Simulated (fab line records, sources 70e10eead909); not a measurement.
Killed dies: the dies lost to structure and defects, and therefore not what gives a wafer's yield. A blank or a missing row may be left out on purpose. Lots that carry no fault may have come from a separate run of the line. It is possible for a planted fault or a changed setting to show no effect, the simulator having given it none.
Tool commonality check    flow nand_harc    Lots sampled 2, wafers sampled 6

WHAT PROMPTED THE OPENING
On 2 of the 2 lots, a flag is raised at NHARC_END_SORT_01 on the reading killed_at_array. Wafers without a fault read 26, standard deviation 8.6.
Rule: a lot is flagged in two cases, either no wafer of it has a number, or all its wafers with numbers fall more than 4 standard deviations from that mean. The rest of the lots are taken to be sound.

lot   measured      on         killed_at_array, wafer by wafer  flag
L931  day 20 03:07  prober-01  675 673 673                      FLAGGED
L936  day 21 17:37  prober-02  673 676 673                      FLAGGED
The numbers of the flagged lots are 674 on average: +648 against the usual, or +75 standard deviations.

TOOL THAT RAN EACH LOT
4 process steps preceding the reading are held in the record, out of 1159 steps in the route. Every cell lists first the tool, next ch and the chambers used by the sampled wafers, and last the start.
lot   flag     NHARC_A_STAIRCASE_ETCH_203                     NHARC_A_STAIRCASE_ETCH_225          NHARC_A_STAIRCASE_TRIM_229          NHARC_A_STAIRCASE_ETCH_234
L931  FLAGGED  rie_diel-01 ch 1,2, day 12 09:44 or earlier    rie_diel-01 ch 2,3, day 12 09:44    rie_diel-01 ch 0,1, day 12 10:10    rie_diel-01 ch 1,2, day 20 03:07 or earlier
L936  FLAGGED  rie_diel-01 ch 0,1,2, day 13 13:30 or earlier  rie_diel-01 ch 0,1,2, day 13 13:30  rie_diel-01 ch 0,1,3, day 13 13:55  rie_diel-01 ch 0,2,3, day 21 17:37 or earlier
What these steps do:
- NHARC_A_STAIRCASE_ETCH_203: etches the open film in C4F8/O2, target depth 100 nm, time 40.5 s.
- NHARC_A_STAIRCASE_ETCH_225: etches the open film in C4F8/O2, target depth 100 nm, time 40.5 s.
- NHARC_A_STAIRCASE_TRIM_229: chemistry O2, time 211.2 s.
- NHARC_A_STAIRCASE_ETCH_234: etches the open film in C4F8/O2, target depth 100 nm, time 40.5 s.
- NHARC_END_SORT_01

FLAGGED OVER TOTAL, TOOL BY TOOL (the gauges that took the reading come last)
step                        tool         lots run  flagged  share of the flagged lots  sound lots run after its first flagged lot
NHARC_A_STAIRCASE_ETCH_203  rie_diel-01  2         2        all                        0
NHARC_A_STAIRCASE_ETCH_225  rie_diel-01  2         2        all                        0
NHARC_A_STAIRCASE_TRIM_229  rie_diel-01  2         2        all                        0
NHARC_A_STAIRCASE_ETCH_234  rie_diel-01  2         2        all                        0
NHARC_END_SORT_01           prober-01    1         1        some                       0
NHARC_END_SORT_01           prober-02    1         1        some                       0
NHARC_A_STAIRCASE_ETCH_203 gives no start for some lots, so the hours and the order of its lots are those of NHARC_A_STAIRCASE_ETCH_225. NHARC_A_STAIRCASE_ETCH_234 gives no start for some lots, so the hours and the order of its lots are those of NHARC_END_SORT_01.

WHAT THE TABLE ALLOWS
4 rows of the table ran every flagged lot: rie_diel-01 at NHARC_A_STAIRCASE_ETCH_203, rie_diel-01 at NHARC_A_STAIRCASE_ETCH_225, rie_diel-01 at NHARC_A_STAIRCASE_TRIM_229, rie_diel-01 at NHARC_A_STAIRCASE_ETCH_234.
- rie_diel-01 at NHARC_A_STAIRCASE_ETCH_203 ran 2 lots, 2 of them flagged. No sound lot ran on it before its first flagged lot in this sample; the start therefore can't be narrowed down.
- rie_diel-01 at NHARC_A_STAIRCASE_ETCH_225 ran 2 lots, 2 of them flagged. No sound lot ran on it before its first flagged lot in this sample; the start therefore can't be narrowed down. Its own readings lie more than 4 standard deviations out on every wafer of the flagged lots: oes_product_au.
- rie_diel-01 at NHARC_A_STAIRCASE_TRIM_229 ran 2 lots, 2 of them flagged. No sound lot ran on it before its first flagged lot in this sample; the start therefore can't be narrowed down.
- rie_diel-01 at NHARC_A_STAIRCASE_ETCH_234 ran 2 lots, 2 of them flagged. No sound lot ran on it before its first flagged lot in this sample; the start therefore can't be narrowed down.
Just one tool remains: rie_diel-01 at NHARC_A_STAIRCASE_ETCH_203 and NHARC_A_STAIRCASE_ETCH_225 and NHARC_A_STAIRCASE_TRIM_229 and NHARC_A_STAIRCASE_ETCH_234.

WHAT HAD BEEN PUT IN BY THE SIMULATOR
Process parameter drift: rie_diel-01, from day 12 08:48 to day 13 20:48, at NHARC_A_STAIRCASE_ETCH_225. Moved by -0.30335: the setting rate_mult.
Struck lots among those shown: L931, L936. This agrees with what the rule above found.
